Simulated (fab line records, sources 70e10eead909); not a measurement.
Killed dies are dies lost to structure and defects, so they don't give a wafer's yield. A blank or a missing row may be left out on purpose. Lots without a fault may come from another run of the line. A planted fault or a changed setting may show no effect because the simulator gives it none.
Chamber matching | flow nand_harc | NHARC_A_SGD_CUT_DESCUM_14 on rie_diel-13: 4 sister chambers
The step chemistry O2, time 3 s. 20 wafers are shown with their chamber, then 10 later ones without.

WAFERS WITH THEIR CHAMBER
wafer  | chamber | showerhead_plenum_p_Torr (Torr) | drypump_motor_current_A (A) | oes_product_au (a.u.)
L074.3 | 3       | 2.05                            | 5.89                        | 1.013
L074.4 | 1       | 2.00                            | 6.31                        | 0.995
L074.6 | 3       | 2.05                            | 5.92                        | 1.008
L075.3 | 1       | 2.00                            | 6.33                        | 0.998
L075.4 | 2       | 1.92                            | 5.76                        | 1.007
L075.5 | 2       | 1.92                            | 5.75                        | 1.002
L080.1 | 0       | 1.86                            | 6.55                        | 1.003
L080.4 | 2       | 1.92                            | 5.77                        | 1.007
L080.5 | 3       | 2.04                            | 5.94                        | 1.003
L083.1 | 2       | 1.92                            | 5.72                        | 1.008
L083.4 | 3       | 2.04                            | 5.94                        | 1.003
L083.6 | 2       | 1.92                            | 5.69                        | 0.999
L088.2 | 1       | 2.00                            | 6.34                        | 1.000
L088.5 | 3       | 2.04                            | 5.89                        | 1.001
L088.6 | 0       | 1.86                            | 6.59                        | 0.998
L091.2 | 3       | 2.04                            | 5.93                        | 1.003
L091.3 | 1       | 2.00                            | 6.34                        | 0.995
L091.5 | 1       | 2.00                            | 6.33                        | 0.998
L094.1 | 0       | 1.86                            | 6.56                        | 1.018
L094.3 | 1       | 2.00                            | 6.34                        | 1.000

SIGNATURES (means of the wafers above)
reading                  | chamber 0 | chamber 1 | chamber 2 | chamber 3 | scatter within a chamber
showerhead_plenum_p_Torr | 1.8600    | 2.0000    | 1.9200    | 2.0433    | 0.00289
drypump_motor_current_A  | 6.5667    | 6.3317    | 5.7380    | 5.9183    | 0.0231
oes_product_au           | 1.00633   | 0.99767   | 1.00460   | 1.00517   | 0.00503
Rule: a wafer's distance from a chamber is the root of the sum, over the readings, of the square of ((its reading less the chamber's mean) divided by the reading's scatter). The wafer belongs to the nearest chamber; if the next one is less than 2 further off, it can't be placed. The scatter: the root of (the sum of the squares of (reading less its chamber's mean) over the shown wafers, divided by (wafers less chambers)).

WAFERS WITHOUT THEIR CHAMBER
wafer  | showerhead_plenum_p_Torr (Torr) | drypump_motor_current_A (A) | oes_product_au (a.u.)
L094.4 | 1.91                            | 5.74                        | 1.003
L093.4 | 1.91                            | 5.70                        | 1.003
L093.5 | 1.91                            | 5.73                        | 0.994
L093.6 | 2.04                            | 5.91                        | 1.004
L095.1 | 2.04                            | 5.90                        | 1.000
L095.2 | 1.86                            | 6.58                        | 1.012
L095.6 | 2.00                            | 6.31                        | 1.000
L097.1 | 1.86                            | 6.58                        | 1.003
L097.2 | 1.91                            | 5.75                        | 0.982
L097.5 | 1.99                            | 6.36                        | 0.996

WHICH CHAMBER EACH WENT THROUGH
wafer  | from the rows above | in truth
L094.4 | 2                   | 2
L093.4 | 2                   | 2
L093.5 | 2                   | 2
L093.6 | 3                   | 3
L095.1 | 3                   | 3
L095.2 | 0                   | 0
L095.6 | 1                   | 1
L097.1 | 0                   | 0
L097.2 | 2                   | 2
L097.5 | 1                   | 1
Placed correctly: 10 of 10. Can't be placed from these rows: 0. Placed wrongly: 0.
